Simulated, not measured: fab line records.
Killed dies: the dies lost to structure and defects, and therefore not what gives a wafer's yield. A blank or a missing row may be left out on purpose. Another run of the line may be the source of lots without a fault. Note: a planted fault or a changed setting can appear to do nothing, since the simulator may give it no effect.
The tool behind it: which one? + flow nandHarc + 12 lots with 36 wafers sampled at 4 steps, on a route of 1302 steps

WHAT THE GAUGES READ, wafer by wafer
The record holds no reading of a measuring or inspecting step that can be judged against a usual standard deviation.

EACH LOT AND THE TOOL THAT RAN IT (in order: tool; ch and the chambers of the sampled wafers; start)
| lot  | NHARC_P_GATE_DESCUM_93            | NHARC_P_GATE_DEGAS_109      | NHARC_P_CONTACT_DEP_00          | NHARC_P_CONTACT_STRIP_28          |
|------|-----------------------------------|-----------------------------|---------------------------------|-----------------------------------|
| L442 | rieDiel-09 ch 1,2, day 5 23:53    | pvdSputter-01, day 6 01:50  | pecvd-02 ch 0,2, day 6 03:10    | rieDiel-12 ch 0,1, day 6 05:34    |
| L444 | rieDiel-09 ch 0,1,3, day 6 17:32  | pvdSputter-01, day 6 19:28  | pecvd-02 ch 0,2, day 6 21:01    | rieDiel-03 ch 0,3, day 6 23:33    |
| L445 | rieDiel-13 ch 0,1,3, day 7 04:58  | pvdSputter-02, day 7 06:56  | pecvd-01 ch 0,1,2, day 7 08:11  | rieDiel-07 ch 0,1,2, day 7 10:47  |
| L446 | rieDiel-02 ch 1,2,3, day 7 15:47  | pvdSputter-03, day 7 17:43  | pecvd-02 ch 0,1, day 7 19:03    | rieDiel-03 ch 0,1,2, day 7 21:27  |
| L454 | rieDiel-13 ch 0,1,2, day 10 23:50 | pvdSputter-01, day 11 01:48 | pecvd-02 ch 0,1, day 11 03:08   | rieDiel-12 ch 1,2,3, day 11 05:25 |
| L456 | rieDiel-09 ch 0,3, day 12 01:30   | pvdSputter-03, day 12 03:53 | pecvd-02 ch 0,1,2, day 12 05:08 | rieDiel-07 ch 0,2,3, day 12 07:30 |
| L457 | rieDiel-09 ch 1,2, day 12 11:23   | pvdSputter-03, day 12 13:22 | pecvd-02 ch 1,2, day 12 14:49   | rieDiel-07 ch 0,1, day 12 17:06   |
| L458 | rieDiel-13 ch 0,1,2, day 12 14:26 | pvdSputter-03, day 12 16:23 | pecvd-02 ch 0,1, day 12 17:38   | rieDiel-12 ch 0,2,3, day 12 20:04 |
| L459 | rieDiel-09 ch 2,3, day 13 05:19   | pvdSputter-01, day 13 07:15 | pecvd-04 ch 0,2, day 13 08:31   | rieDiel-12 ch 1,3, day 13 10:51   |
| L462 | rieDiel-13 ch 0,1,2, day 14 14:22 | pvdSputter-01, day 14 16:20 | pecvd-04 ch 0,2, day 14 17:46   | rieDiel-07 ch 0,1, day 14 20:01   |
| L463 | rieDiel-09 ch 1,2,3, day 14 18:23 | pvdSputter-03, day 14 20:18 | pecvd-04 ch 0,1, day 14 21:38   | rieDiel-03 ch 2,3, day 14 23:59   |
| L464 | rieDiel-02 ch 2,3, day 15 01:53   | pvdSputter-01, day 15 03:50 | pecvd-01 ch 0,2, day 15 05:08   | rieDiel-03 ch 0,3, day 15 07:25   |
- NHARC_P_GATE_DESCUM_93: chemistry O2, time 3 s.
- NHARC_P_GATE_DEGAS_109: time 60 s.
- NHARC_P_CONTACT_DEP_00: deposits SiO2, target thk 500 nm.
- NHARC_P_CONTACT_STRIP_28: strips in O2.

WHAT THE TOOLS THEMSELVES READ (means of the sampled wafers that have a number; where no wafer has one, the mark that the record gives instead)
NHARC_P_GATE_DESCUM_93. Usual: drypumpMotorCurrentA 5.8 A, standard deviation 0.53; oesProductAu 0.995 a.u., standard deviation 0.0091; rfVppV 57.7 V, standard deviation 0.98; showerheadPlenumPTorr 1.92 Torr, standard deviation 0.077; throttleValvePct 11.311 %, standard deviation 0.0087.
| lot  | tool       | drypumpMotorCurrentA (A) | oesProductAu (a.u.) | rfVppV (V) | showerheadPlenumPTorr (Torr) | throttleValvePct (%) | flag |
|------|------------|--------------------------|---------------------|------------|------------------------------|----------------------|------|
| L442 | rieDiel-09 | 6.2                      | 0.991               | 57.4       | 1.96                         | 11.312               |      |
| L444 | rieDiel-09 | 6.3                      | 1.001               | 57.5       | 1.88                         | 11.312               |      |
| L445 | rieDiel-13 | 5.6                      | 1.006               | 58.1       | 1.94                         | 11.322               |      |
| L446 | rieDiel-02 | 5.5                      | 0.995               | 57.6       | 1.91                         | 11.310               |      |
| L454 | rieDiel-13 | 5.7                      | 0.996               | 57.4       | 1.95                         | 11.312               |      |
| L456 | rieDiel-09 | 6.3                      | 0.996               | 57.4       | 1.84                         | 11.310               |      |
| L457 | rieDiel-09 | 6.2                      | 0.993               | 58.4       | 1.95                         | 11.309               |      |
| L458 | rieDiel-13 | 5.7                      | 1.004               | 57.5       | 1.95                         | 11.312               |      |
| L459 | rieDiel-09 | 6.2                      | 0.995               | 57.7       | 1.91                         | 11.310               |      |
| L462 | rieDiel-13 | 5.7                      | 1.005               | 57.3       | 1.95                         | 11.308               |      |
| L463 | rieDiel-09 | 6.2                      | 1.006               | 58.6       | 1.92                         | 11.305               |      |
| L464 | rieDiel-02 | 6.0                      | 0.988               | 57.8       | 1.97                         | 11.303               |      |

NHARC_P_GATE_DEGAS_109. Usual: heaterPowerW reads 477 W (standard deviation 48).
| lot  | tool          | heaterPowerW (W) | flag |
|------|---------------|------------------|------|
| L442 | pvdSputter-01 | 433              |      |
| L444 | pvdSputter-01 | 428              |      |
| L445 | pvdSputter-02 | 446              |      |
| L446 | pvdSputter-03 | 473              |      |
| L454 | pvdSputter-01 | 460              |      |
| L456 | pvdSputter-03 | 459              |      |
| L457 | pvdSputter-03 | 472              |      |
| L458 | pvdSputter-03 | 474              |      |
| L459 | pvdSputter-01 | 451              |      |
| L462 | pvdSputter-01 | 457              |      |
| L463 | pvdSputter-03 | 477              |      |
| L464 | pvdSputter-01 | 451              |      |

NHARC_P_CONTACT_DEP_00. Usual: flowSccm 2650 sccm, standard deviation 7.7; heaterPowerW 560 W, standard deviation 110; rfFwdPowerW 897.8 W, standard deviation 2.4; showerheadVppV 1821 V, standard deviation 110; throttleValvePct 16.1 %, standard deviation 0.44.
| lot  | tool     | flowSccm (sccm) | heaterPowerW (W) | rfFwdPowerW (W) | showerheadVppV (V) | throttleValvePct (%) | flag |
|------|----------|-----------------|------------------|-----------------|--------------------|----------------------|------|
| L442 | pecvd-02 | 2640            | 459              | 896.6           | 1878               | 16.1                 |      |
| L444 | pecvd-02 | 2644            | 338              | 1256.9          | 2213               | 16.3                 | OFF  |
| L445 | pecvd-01 | 2658            | 572              | 895.9           | 1868               | 16.0                 |      |
| L446 | pecvd-02 | 2643            | 490              | 1256.8          | 2071               | 16.2                 | OFF  |
| L454 | pecvd-02 | 2650            | 532              | 898.6           | 1759               | 15.7                 |      |
| L456 | pecvd-02 | 2654            | 504              | 898.9           | 1803               | 15.9                 |      |
| L457 | pecvd-02 | 2644            | 570              | 896.5           | 1722               | 15.5                 |      |
| L458 | pecvd-02 | 2645            | 496              | 900.1           | 1842               | 16.1                 |      |
| L459 | pecvd-04 | 2650            | 579              | 896.3           | 1950               | 16.1                 |      |
| L462 | pecvd-04 | 2642            | 606              | 895.6           | 1928               | 15.7                 |      |
| L463 | pecvd-04 | 2654            | 664              | 899.6           | 1714               | 16.2                 |      |
| L464 | pecvd-01 | 2658            | 619              | 898.9           | 1866               | 16.4                 |      |

NHARC_P_CONTACT_STRIP_28. Usual: drypumpMotorCurrentA 5.9 A, standard deviation 0.35; oesProductAu 0.997 a.u., standard deviation 0.01; rfVppV 57.8 V, standard deviation 0.95; showerheadPlenumPTorr 3.55 Torr, standard deviation 0.14; throttleValvePct 17.037 %, standard deviation 0.0095.
| lot  | tool       | drypumpMotorCurrentA (A) | oesProductAu (a.u.) | rfVppV (V) | showerheadPlenumPTorr (Torr) | throttleValvePct (%) | flag |
|------|------------|--------------------------|---------------------|------------|------------------------------|----------------------|------|
| L442 | rieDiel-12 | 6.3                      | 1.003               | 57.2       | 3.73                         | 17.036               |      |
| L444 | rieDiel-03 | 5.4                      | 0.987               | 57.3       | 3.40                         | 17.035               |      |
| L445 | rieDiel-07 | 6.0                      | 1.004               | 57.8       | 3.56                         | 17.031               |      |
| L446 | rieDiel-03 | 5.8                      | 0.992               | 57.5       | 3.52                         | 17.036               |      |
| L454 | rieDiel-12 | 5.8                      | 0.998               | 57.5       | 3.62                         | 17.038               |      |
| L456 | rieDiel-07 | 5.9                      | 0.995               | 58.5       | 3.57                         | 17.021               |      |
| L457 | rieDiel-07 | 6.1                      | 0.992               | 58.0       | 3.47                         | 17.041               |      |
| L458 | rieDiel-12 | 5.7                      | 0.999               | 58.5       | 3.60                         | 17.028               |      |
| L459 | rieDiel-12 | 5.7                      | 1.005               | 57.2       | 3.57                         | 17.035               |      |
| L462 | rieDiel-07 | 6.1                      | 0.985               | 57.1       | 3.47                         | 17.039               |      |
| L463 | rieDiel-03 | 6.1                      | 0.985               | 56.8       | 3.45                         | 17.037               |      |
| L464 | rieDiel-03 | 5.5                      | 1.006               | 57.9       | 3.40                         | 17.040               |      |

THE ANSWER, worked out from the rows above alone
Rule: lot off if the mean of its wafers having a number is beyond 3 standard deviations from the usual mean. Also off: a lot with no number at a reading for which 4 or more lots have one. Where the step has rows for the other lots, those lots are counted as sound. After the gauges, taken in route order, come the tools' own readings; for these a lot's mean is taken, as printed above. At the first step where some lot is off, the reading lying furthest off is the one used; lots without a number count as furthest.
Off: L444, L446, at NHARC_P_CONTACT_DEP_00 (rfFwdPowerW).
A tool fits if, at that step or a process step before it, it ran every lot that is off, and no sound lot after the first of them. Not one of the candidates tried fits.

WHAT WAS PUT IN BY THE SIMULATOR
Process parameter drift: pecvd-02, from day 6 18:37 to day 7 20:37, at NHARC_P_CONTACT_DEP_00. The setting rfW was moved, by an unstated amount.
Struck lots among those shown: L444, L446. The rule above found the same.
